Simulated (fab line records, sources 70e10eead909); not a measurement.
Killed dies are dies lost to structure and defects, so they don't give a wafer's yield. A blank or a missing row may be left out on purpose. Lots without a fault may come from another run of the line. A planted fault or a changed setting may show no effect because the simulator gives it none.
fab line records | flow nand_harc | part 1 of 2: steps 1 to 4 of 6
record lots=23 wafers=69 last_day=33
route steps=1302 shown A_WL_FILL@977 A_CONTACT@1004
lots that met no fault: from a run of the same line without faults
start_h: hours from the record's first day to the start of the lot's first wafer shown | wait_h: hours since the lot's step before | " the same as in the row above | L1.1+2: a row that stands for several wafers | - no value, or no start given | * or withheld: withheld | < > ~ a bound
route shown NAME@n: a module of which the file shows steps, and the number in the route of the first | usual: mean/standard deviation of fault-free wafers | same: alike in all rows | chamber/n: place in a boat | sites: the reading at each site | _std_site: their standard deviation | _edge_site: outer sites' mean less inner sites' | radius_mm: how far each site lies from the wafer's centre | mask NAME#n: copy n | behind: the tool/chamber that last shaped the wafer | hold: why the lot was held/for how many hours/how that ended | device: the transistor (n, p or np) that didn't switch | end of line: the same wafers' tests at the end of the route | a step without rows: its recipe alone | killed: dies lost to structure and defects at the first sort, not the wafer's yield | map: a wafer's dies, x killed, . not, _ none there
set.NAME: the setting as run; set.NAME@STEP: as run at that earlier step | model.NAME: the simulator's own value behind a step, which no gauge read
steps of the route over a sample of lots; a table a step, a row a wafer
services: from which hour (start_h, from the record's first day; less than 0 if before it) a tool's chamber was out of use, for how many hours, and why
## steps
# step NHARC_A_WL_FILL_CMP_12
# recipe t_overpolish_s=30 target_thk_nm=100
# usual motor_current_A=12.4/1.5 overpolish_run_s=30.000/0.0087 time_to_endpoint_s=19.3/3
# columns lot.wafer tool chamber start_h wait_h motor_current_A overpolish_run_s time_to_endpoint_s
L074.1 cmp-04 1 489.30 0.2 14.9 30.017 21.9
L074.3 " 2 " " 13.3 29.989 18.3
L074.5 " 0 " " 10.8 30.003 15.4
L076.4 cmp-01 1 499.58 0.1 13.4 29.989 25.2
L076.1 " 2 " " 13.0 29.989 21.1
L076.3 " 3 " " 10.2 29.995 23.5
L075.2 cmp-04 0 499.61 0.2 11.2 30.002 13.7
L075.4 " 1 " " 15.7 30.005 21.6
L075.3 " 2 " " 13.0 30.001 17.8
L077.1 cmp-03 2 529.67 0.2 11.2 30.005 18.0
L077.2 " 3 " " 12.2 30.005 17.4
L077.6 " 0 " " 12.9 30.015 16.4
L080.1 cmp-04 3 532.78 0.2 10.6 29.996 18.8
L080.4 " 0 " " 11.0 30.004 18.8
L080.5 " 1 " " 14.6 30.008 20.3
L078.4 cmp-01 0 545.43 0.1 10.7 30.000 22.4
L078.2 " 2 " " 12.2 30.001 21.0
L078.6 " 3 " " 10.5 30.014 25.6
L079.3 cmp-01 1 550.30 0.1 12.9 29.984 24.6
L079.6 " 3 " " 10.2 29.996 22.0
L079.5 " 0 " " 11.7 30.003 21.1
L082.4 cmp-03 0 550.39 0.1 13.2 30.006 15.7
L082.1 " 2 " " 10.8 29.990 23.4
L082.5 " 0 " " 12.4 29.998 15.1
L081.3 cmp-03 3 556.56 0.1 12.0 29.985 17.5
L081.2 " 1 " " 13.9 30.010 16.9
L081.6 " 3 " " 11.7 30.016 16.1
L083.3 cmp-01 1 572.85 0.1 13.3 30.004 23.7
L083.1 " 0 " " 10.7 29.990 17.8
L083.5 " 1 " " 13.2 29.990 24.0
L084.3 cmp-04 0 588.92 0.1 10.8 30.002 18.8
L084.1 " 2 " " 13.0 29.985 20.7
L084.5 " 0 " " 10.5 29.996 17.0
L085.2 cmp-03 0 602.22 0.2 13.2 30.003 15.5
L085.3 " 1 " " 14.8 29.998 18.4
L085.6 " 3 " " 11.0 30.009 15.9
L086.3 cmp-01 0 612.31 0.1 10.4 29.998 18.8
L086.1 " 1 " " 13.4 29.992 25.0
L086.4 " 2 " " 13.0 30.010 17.9
L087.2 cmp-04 0 612.31 0.1 11.2 30.006 16.2
L087.1 " 3 " " 11.5 30.009 15.6
L087.6 " 0 " " 11.1 30.005 17.3
L090.4 cmp-03 0 640.91 0.1 13.3 30.009 16.4
L090.2 " 1 " " 13.4 30.002 18.9
L090.1 " 3 " " 12.2 30.006 16.4
L088.3 cmp-03 0 650.35 0.1 12.7 30.009 16.6
L088.1 " 1 " " 14.3 29.991 19.1
L088.5 " 2 " " 11.1 30.020 22.6
L092.4 cmp-04 2 663.77 0.1 13.4 29.999 17.4
L092.6 " 2 " " 12.9 29.999 17.2
L092.5 " 3 " " 11.4 29.998 19.1
L091.4 cmp-01 2 663.79 0.1 12.9 29.988 18.2
L091.5 " 1 " " 13.8 29.995 25.9
L091.6 " 2 " " 12.7 30.013 17.2
L093.4 cmp-04 3 682.27 0.1 11.9 29.990 21.3
L093.1 " 2 " " 13.1 30.014 19.0
L093.5 " 0 " " 10.9 29.995 16.1
L094.1 cmp-01 2 685.34 0.2 13.1 30.003 15.4
L094.4 " 0 " " 10.9 29.992 19.9
L094.5 " 2 " " 14.0 30.005 16.8
L096.1 cmp-03 2 708.81 0.2 11.1 29.997 26.0
L096.4 " 3 " " 11.9 30.005 18.3
L096.6 " 0 " " 13.5 30.003 17.9
L095.1 cmp-04 3 708.81 0.2 11.9 29.991 15.8
L095.3 " 0 " " 10.6 30.010 15.2
L095.5 " 1 " " 15.8 30.022 18.8
L097.3 cmp-01 2 714.08 0.1 12.5 29.990 17.5
L097.4 " 3 " " 10.5 30.008 22.3
L097.1 " 0 " " 10.6 29.991 17.3
# step NHARC_A_CONTACT_ETCH_51
# recipe target_depth_a=70000 over_etch_frac=0.3 time_s=1820 ion_energy_ev=150 o2_flow_sccm=400 cos_flow_sccm=20 ar_flow_sccm=0 rf_w=500 bias_w=300 chemistry=O2/COS
# usual drypump_motor_current_A=5.8/0.45 oes_product_au=1.001/0.012 rf_vpp_V=314.4/2.4 showerhead_plenum_p_Torr=3.14/0.16 throttle_valve_pct=28.330/0.01
# columns lot.wafer tool chamber start_h wait_h drypump_motor_current_A oes_product_au rf_hours_counter_h rf_vpp_V showerhead_plenum_p_Torr throttle_valve_pct
L074.3 rie_diel-02 2 - - 6.0 0.995 34 312.4 3.01 28.332
L074.1 " 0 " " 5.7 1.007 35 317.9 3.30 28.323
L074.5 " 2 " " 6.0 0.999 - 313.6 3.01 28.332
L076.1 rie_diel-06 3 - - 5.1 0.994 2 312.1 3.02 28.338
L076.3 " 0 " " 5.8 0.997 3 318.3 3.37 28.322
L076.4 " 2 " " 5.8 1.000 - 314.0 3.09 28.336
L075.3 rie_diel-06 3 - - 5.2 0.994 3 313.5 3.02 28.342
L075.2 " 0 " " 5.8 1.002 4 317.1 3.37 28.314
L075.4 " 3 " " 5.1 1.004 - 312.2 3.02 28.340
L077.2 rie_diel-06 1 - - 5.2 1.008 5 311.3 3.00 28.322
L077.1 " 2 " " 5.8 0.984 7 314.6 3.09 28.326
L077.6 " 0 " " 5.8 0.997 - 319.0 3.37 28.329
L080.4 rie_diel-06 1 - - 5.2 1.005 6 311.8 3.00 28.326
L080.1 " 0 " " 5.8 0.980 9 318.3 3.37 28.312
L080.5 " 1 " " 5.3 1.002 - 311.6 3.00 28.312
L078.2 rie_diel-06 3 - - 5.1 0.993 10 311.0 3.02 28.327
L078.6 " 1 " " 5.2 1.008 - 313.5 2.99 28.342
L078.4 " 3 " " 5.1 0.989 - 314.3 3.02 28.342
L079.3 rie_diel-02 0 - - 5.7 0.994 60 317.8 3.28 28.310
L079.5 " 3 " " 6.6 1.018 - 316.7 3.32 28.349
L079.6 " 0 " " 5.7 0.999 - 317.7 3.28 28.324
L082.4 rie_diel-09 2 - - 5.2 0.992 19 318.1 3.30 28.317
L082.1 " 1 " " 5.8 0.998 19 316.6 3.28 28.328
L082.5 " 2 " " 5.2 0.992 - 316.8 3.30 28.320
L081.2 rie_diel-09 0 - - 5.2 0.998 22 311.0 2.96 28.321
L081.3 " 1 " " 5.8 0.988 21 317.3 3.28 28.317
L081.6 " 0 " " 5.2 1.011 - 311.6 2.96 28.344
L083.1 rie_diel-09 3 - - 6.4 1.007 27 310.8 2.90 28.315
L083.3 " 0 " " 5.2 1.006 26 311.6 2.96 28.349
L083.5 " 2 " " 5.2 1.003 - 315.4 3.30 28.331
L084.1 rie_diel-09 3 - - 6.4 0.999 31 311.2 2.90 28.327
L084.3 " 0 " " 5.2 1.010 30 311.8 2.96 28.328
L084.5 " 1 " " 5.7 0.999 - 316.4 3.27 28.334
L085.2 rie_diel-06 1 - - 5.2 0.992 18 311.8 2.99 28.353
L085.3 " 0 " " 5.8 0.992 20 317.4 3.36 28.323
L085.6 " 1 " " 5.2 0.996 - 313.1 2.99 28.339
L086.1 rie_diel-06 0 - - 5.8 0.990 22 317.6 3.36 28.336
L086.3 " 1 " " 5.3 0.983 20 311.8 2.99 28.326
L086.4 " 2 " " 5.8 0.993 20 312.9 3.09 28.325
L087.1 rie_diel-02 3 - - 6.6 1.017 13 316.8 3.31 28.327
L087.2 " 1 " " 6.1 0.999 13 314.2 3.09 28.334
L087.6 " 3 " " 6.6 1.021 - 316.6 3.31 28.346
L090.1 rie_diel-06 3 - - 5.1 0.983 24 311.6 3.01 28.331
L090.4 " 0 " " 5.8 1.003 27 318.5 3.36 28.329
L090.2 " 2 " " 5.8 0.991 24 314.5 3.08 28.339
L088.3 rie_diel-09 1 - - 5.8 0.997 53 315.3 3.26 28.338
L088.1 " 3 " " 6.4 0.987 49 310.6 2.89 28.336
L088.5 " 2 " " 5.2 1.003 - 315.8 3.29 28.335
L091.4 rie_diel-02 3 - - 6.6 1.028 32 317.2 3.30 28.349
L091.5 " 0 " " 5.7 1.010 - 316.7 3.27 28.332
L091.6 " 1 " " 6.1 1.014 - 315.0 3.08 28.331
L092.4 rie_diel-02 1 - - 6.1 1.018 30 313.0 3.08 28.338
L092.5 " 3 " " 6.6 1.019 - 316.9 3.30 28.350
L092.6 " 0 " " 5.8 1.001 - 317.6 3.26 28.336
L093.1 rie_diel-06 2 - - 5.8 0.996 2 314.0 3.08 28.324
L093.4 " 3 " " 5.1 0.999 2 313.7 3.01 28.330
L093.5 " 3 " " 5.1 1.001 - 313.5 3.01 28.324
L094.1 rie_diel-06 2 - - 5.7 1.004 3 313.1 3.08 28.333
L094.4 " 3 " " 5.2 0.999 3 311.6 3.01 28.338
L094.5 " 0 " " 5.9 0.987 - 316.4 3.36 28.320
L096.4 rie_diel-02 1 - - 6.1 1.017 43 313.7 3.07 28.339
L096.1 " 3 " " 6.6 1.017 46 316.5 3.30 28.333
L096.6 " 1 " " 6.1 1.023 - 312.7 3.07 28.330
L095.3 rie_diel-09 3 - - 6.4 1.006 7 317.6 3.37 28.313
L095.1 " 2 " " 5.2 1.002 8 315.6 3.28 28.324
L095.5 " 0 " " 5.3 1.002 - 311.8 2.94 28.355
L097.3 rie_diel-02 2 - - 6.0 1.008 44 311.7 2.98 28.325
L097.4 " 3 " " 6.6 1.023 48 318.2 3.30 28.331
L097.1 " 0 " " 5.8 1.010 49 315.7 3.26 28.330
# step NHARC_A_CONTACT_ETCH_96
# recipe target_depth_a=200 over_etch_frac=0.5 time_s=10 ion_energy_ev=250 c4f6_flow_sccm=25 o2_flow_sccm=20 ar_flow_sccm=500 rf_w=600 bias_w=500 chemistry=C4F6/O2
# usual drypump_motor_current_A=5.7/0.45 oes_product_au=0.967/0.025 rf_vpp_V=547/4 showerhead_plenum_p_Torr=3.93/0.19 throttle_valve_pct=26.903/0.0087
# columns lot.wafer tool chamber start_h wait_h drypump_motor_current_A oes_product_au rf_hours_counter_h rf_vpp_V showerhead_plenum_p_Torr throttle_valve_pct
L074.1 rie_diel-06 2 - - 5.8 0.998 0 545 3.89 26.898
L074.3 " 0 " " 5.8 0.998 0 554 4.23 26.895
L074.5 " 2 " " 5.8 0.986 - 545 3.89 26.887
L076.4 rie_diel-02 0 - - 5.7 0.944 44 552 4.13 26.918
L076.3 " 1 " " 6.1 0.948 44 546 3.91 26.906
L076.1 " 2 " " 6.0 0.956 43 544 3.78 26.895
L075.4 rie_diel-09 0 - - 5.2 1.000 2 544 3.74 26.915
L075.3 " 1 " " 5.8 1.005 2 550 4.12 26.908
L075.2 " 2 " " 5.3 1.004 1 550 4.15 26.908
L077.1 rie_diel-02 2 540.85 0.1 6.0 0.954 53 544 3.78 26.899
L077.2 " 3 " " 6.6 0.951 41 553 4.17 26.907
L077.6 " 3 " " 6.6 0.945 - 552 4.17 26.897
L080.4 rie_diel-06 1 - - 5.2 0.946 7 544 3.77 26.914
L080.1 " 2 " " 5.8 0.943 8 547 3.89 26.907
L080.5 " 1 " " 5.2 0.937 - 544 3.77 26.900
L078.2 rie_diel-06 1 560.87 0.1 5.2 0.960 10 544 3.77 26.900
L078.4 " 0 " " 5.9 0.949 - 552 4.22 26.906
L078.6 " 1 " " 5.2 0.954 - 545 3.77 26.903
L079.3 rie_diel-09 1 - - 5.7 0.995 19 550 4.11 26.889
L079.6 " 2 " " 5.3 0.995 - 552 4.14 26.886
L079.5 " 3 " " 6.4 1.000 - 539 3.66 26.903
L082.1 rie_diel-02 1 - - 6.1 0.962 68 547 3.89 26.900
L082.4 " 3 " " 6.6 0.952 51 551 4.16 26.914
L082.5 " 2 " " 6.0 0.947 - 544 3.77 26.903
L081.2 rie_diel-09 2 - - 5.3 0.966 22 552 4.14 26.919
L081.3 " 3 " " 6.4 0.968 24 541 3.65 26.889
L081.6 " 0 " " 5.3 0.970 - 542 3.73 26.915
L083.1 rie_diel-09 1 - - 5.8 0.960 28 550 4.11 26.910
L083.3 " 2 " " 5.2 0.957 29 550 4.14 26.906
L083.5 " 3 " " 6.4 0.945 - 541 3.65 26.897
L084.1 rie_diel-09 1 - - 5.7 0.957 35 549 4.10 26.904
L084.3 " 0 " " 5.2 0.942 31 542 3.73 26.911
L084.5 " 2 " " 5.2 0.952 - 550 4.13 26.901
L085.2 rie_diel-06 3 - - 5.1 0.930 19 543 3.79 26.905
L085.3 " 1 " " 5.2 0.930 19 543 3.76 26.899
L085.6 " 3 " " 5.1 0.937 - 545 3.79 26.926
L086.1 rie_diel-06 0 - - 5.8 0.926 23 552 4.21 26.899
L086.3 " 2 " " 5.8 0.934 20 545 3.88 26.907
L086.4 " 3 " " 5.1 0.939 21 544 3.79 26.899
L087.2 rie_diel-09 1 628.05 0.1 5.7 0.942 40 550 4.10 26.900
L087.1 " 3 " " 6.4 0.954 39 542 3.65 26.908
L087.6 " 2 " " 5.2 0.953 - 550 4.13 26.912
L090.4 rie_diel-09 2 - - 5.2 0.962 51 551 4.12 26.905
L090.2 " 3 " " 6.4 0.943 47 540 3.64 26.889
L090.1 " 1 " " 5.8 0.968 51 551 4.09 26.895
L088.3 rie_diel-06 2 - - 5.7 0.993 26 544 3.88 26.896
L088.1 " 3 " " 5.1 1.003 27 544 3.79 26.905
L088.5 " 2 " " 5.7 0.995 - 548 3.88 26.892
L091.4 rie_diel-06 0 - - 5.8 0.998 0 553 4.21 26.908
L091.6 " 2 " " 5.7 1.003 - 547 3.87 26.915
L091.5 " 3 " " 5.2 1.005 - 542 3.79 26.910
L092.4 rie_diel-06 3 - - 5.1 1.003 0 545 3.79 26.901
L092.6 " 2 " " 5.8 1.011 - 545 3.87 26.905
L092.5 " 3 " " 5.1 1.019 - 544 3.79 26.888
L093.4 rie_diel-09 0 - - 5.2 1.013 2 541 3.71 26.911
L093.1 " 1 " " 5.7 0.991 2 551 4.09 26.897
L093.5 " 2 " " 5.2 1.002 - 551 4.12 26.903
L094.4 rie_diel-06 3 - - 5.2 0.945 4 543 3.78 26.896
L094.1 " 0 " " 5.8 0.954 4 552 4.21 26.903
L094.5 " 3 " " 5.2 0.947 - 544 3.78 26.892
L096.4 rie_diel-02 1 - - 6.2 0.973 44 546 3.86 26.910
L096.1 " 2 " " 6.0 0.959 43 543 3.75 26.906
L096.6 " 2 " " 6.0 0.952 - 544 3.75 26.900
L095.3 rie_diel-09 0 - - 5.2 0.966 10 544 3.71 26.897
L095.1 " 2 " " 5.3 0.963 9 552 4.11 26.908
L095.5 " 2 " " 5.3 0.956 - 550 4.11 26.931
L097.3 rie_diel-06 3 - - 5.1 0.970 5 544 3.78 26.896
L097.1 " 0 " " 5.8 0.966 5 552 4.21 26.914
L097.4 " 2 " " 5.8 0.973 4 546 3.87 26.892
# step NHARC_A_CONTACT_ETCH_77
# recipe target_depth_a=1089 time_s=54.5 cf4_flow_sccm=100 chf3_flow_sccm=30 ar_flow_sccm=0 rf_w=500 bias_w=200 chemistry=CF4/CHF3
# usual drypump_motor_current_A=5.7/0.43 oes_product_au=0.938/0.022 rf_vpp_V=370.8/2.5 showerhead_plenum_p_Torr=1.58/0.076 throttle_valve_pct=16.803/0.0086
# columns lot.wafer tool chamber start_h wait_h drypump_motor_current_A oes_product_au rf_hours_counter_h rf_vpp_V showerhead_plenum_p_Torr throttle_valve_pct
L074.1 rie_diel-02 0 - - 5.7 0.926 43 373.8 1.66 16.798
L074.3 " 1 " " 6.1 0.938 44 371.3 1.57 16.806
L074.5 " 3 " " 6.6 0.939 - 373.9 1.68 16.809
L076.4 rie_diel-06 2 - - 5.7 0.918 4 369.8 1.56 16.815
L076.3 " 0 " " 5.8 0.920 5 374.1 1.70 16.802
L076.1 " 1 " " 5.2 0.956 2 368.4 1.51 16.799
L075.4 rie_diel-02 1 - - 6.1 0.986 46 369.6 1.57 16.790
L075.3 " 3 " " 6.5 0.969 33 374.4 1.68 16.801
L075.2 " 0 " " 5.7 0.970 45 373.6 1.66 16.802
L077.2 rie_diel-06 2 - - 5.8 0.916 9 371.3 1.56 16.799
L077.1 " 1 " " 5.2 0.921 7 368.6 1.51 16.814
L077.6 " 2 " " 5.8 0.913 - 369.0 1.56 16.793
L080.1 rie_diel-02 1 - - 6.1 0.944 60 369.8 1.56 16.788
L080.4 " 3 " " 6.6 0.932 45 373.0 1.68 16.792
L080.5 " 1 " " 6.1 0.946 - 371.3 1.56 16.806
L078.2 rie_diel-06 0 - - 5.8 0.913 14 373.9 1.70 16.805
L078.4 " 3 " " 5.2 0.924 12 368.2 1.52 16.800
L078.6 " 1 " " 5.2 0.936 - 368.3 1.51 16.795
L079.3 rie_diel-06 1 - - 5.2 0.954 12 369.1 1.51 16.794
L079.6 " 1 " " 5.2 0.957 - 368.7 1.51 16.788
L079.5 " 2 " " 5.7 0.950 - 368.6 1.56 16.803
L082.1 rie_diel-06 2 - - 5.8 0.921 13 369.4 1.56 16.816
L082.4 " 0 " " 5.8 0.926 15 375.1 1.70 16.795
L082.5 " 2 " " 5.8 0.917 - 369.8 1.56 16.793
L081.3 rie_diel-06 3 - - 5.2 0.980 15 369.3 1.52 16.811
L081.2 " 0 " " 5.8 0.961 16 373.6 1.70 16.798
L081.6 " 0 " " 5.8 0.959 - 374.7 1.70 16.812
L083.1 rie_diel-02 3 - - 6.6 0.989 4 374.5 1.67 16.792
L083.3 " 1 " " 6.1 0.983 4 369.0 1.56 16.795
L083.5 " 0 " " 5.8 0.969 - 373.1 1.65 16.808
L084.1 rie_diel-06 1 - - 5.3 0.972 17 368.2 1.51 16.823
L084.3 " 2 " " 5.7 0.966 17 368.4 1.56 16.805
L084.5 " 3 " " 5.1 0.957 - 368.8 1.52 16.793
L085.2 rie_diel-09 1 - - 5.8 0.917 40 372.8 1.65 16.805
L085.3 " 0 " " 5.2 0.922 37 368.1 1.49 16.807
L085.6 " 1 " " 5.8 0.921 - 372.9 1.65 16.809
L086.4 rie_diel-06 3 - - 5.1 0.917 21 368.1 1.52 16.821
L086.3 " 1 " " 5.2 0.916 21 368.4 1.51 16.806
L086.1 " 2 " " 5.8 0.905 21 370.5 1.55 16.796
L087.1 rie_diel-02 1 - - 6.1 0.925 15 369.3 1.56 16.796
L087.2 " 2 " " 6.0 0.938 13 368.6 1.51 16.812
L087.6 " 2 " " 6.0 0.928 - 370.0 1.51 16.793
L090.1 rie_diel-06 0 - - 5.8 0.925 29 375.3 1.69 16.798
L090.4 " 1 " " 5.2 0.917 27 368.0 1.51 16.797
L090.2 " 2 " " 5.8 0.918 25 369.6 1.55 16.803
L088.3 rie_diel-09 0 - - 5.2 0.923 51 370.0 1.49 16.797
L088.1 " 1 " " 5.8 0.927 57 372.2 1.64 16.803
L088.5 " 3 " " 6.4 0.923 - 366.7 1.45 16.793
L091.4 rie_diel-06 1 - - 5.2 0.923 1 368.2 1.50 16.800
L091.6 " 1 " " 5.2 0.916 - 368.2 1.50 16.800
L091.5 " 2 " " 5.7 0.917 - 369.5 1.55 16.802
L092.4 rie_diel-09 1 - - 5.7 0.966 0 373.7 1.64 16.779
L092.6 " 0 " " 5.2 0.990 - 367.0 1.49 16.811
L092.5 " 1 " " 5.7 0.975 - 373.6 1.64 16.798
L093.1 rie_diel-09 2 - - 5.2 0.928 3 373.8 1.65 16.799
L093.4 " 1 " " 5.8 0.913 3 372.3 1.64 16.805
L093.5 " 2 " " 5.2 0.939 - 374.1 1.65 16.790
L094.4 rie_diel-06 3 - - 5.1 0.921 4 369.8 1.51 16.793
L094.1 " 0 " " 5.8 0.916 4 374.8 1.69 16.798
L094.5 " 1 " " 5.2 0.910 - 366.9 1.50 16.812
L096.4 rie_diel-06 0 - - 5.8 0.962 5 374.6 1.69 16.815
L096.1 " 1 " " 5.2 0.943 5 368.5 1.50 16.801
L096.6 " 3 " " 5.1 0.956 - 369.5 1.51 16.808
L095.1 rie_diel-02 2 - - 6.0 0.937 46 368.2 1.50 16.816
L095.3 " 3 " " 6.6 0.944 50 374.1 1.66 16.798
L095.5 " 1 " " 6.1 0.950 - 370.0 1.55 16.802
L097.3 rie_diel-06 1 - - 5.2 0.918 6 368.8 1.50 16.813
L097.1 " 2 " " 5.7 0.936 6 371.3 1.55 16.798
L097.4 " 0 " " 5.8 0.924 6 373.8 1.69 16.806
